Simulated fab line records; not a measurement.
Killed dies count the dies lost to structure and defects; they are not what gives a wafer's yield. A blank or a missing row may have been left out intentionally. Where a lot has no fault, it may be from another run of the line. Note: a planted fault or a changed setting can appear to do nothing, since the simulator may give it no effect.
Chamber matching    flow n5 finfet    rie diel-04 running N5_BEOL_M0_ETCH_109: 4 sister chambers
The step etches SiCN in CH3F/O2, target depth 8 nm, overetch 2.4 nm, time 27.4 s. 4 wafers are shown with their chamber, then 8 later ones without.

WAFERS WITH THEIR CHAMBER
wafer   chamber  drypump motor current A (A)
L078.1  2        6.1
L082.2  1        5.8
L082.3  0        5.1
L083.2  3        6.4

WAFERS WITH NO CHAMBER GIVEN
wafer   drypump motor current A (A)
L083.4  5.8
L083.5  6.4
L090.2  6.1
L090.4  5.8
L090.6  5.1
L091.1  5.1
L091.2  6.2
L091.4  5.1

CHAMBER TAKEN BY EACH
wafer   from the rows above  in truth
L083.4  1                    1
L083.5  3                    3
L090.2  2                    2
L090.4  1                    1
L090.6  0                    0
L091.1  0                    0
L091.2  2                    2
L091.4  0                    0
Correct placement for 8 of the 8. From these rows, 0 cannot be placed. 0 placed wrongly.
How it was worked out, from the rows above alone: a wafer's distance from a chamber is the root of the sum, over the readings, of the square of ((its reading less the chamber's mean) divided by the reading's scatter). The wafer belongs to the nearest chamber; if the next one is less than 2 further off, it can't be placed. Each chamber's mean is taken over the wafers shown for it. The scatter (one wafer shown for each chamber): square how far every hidden wafer sits from the nearest shown wafer, average those squares and take the square root.
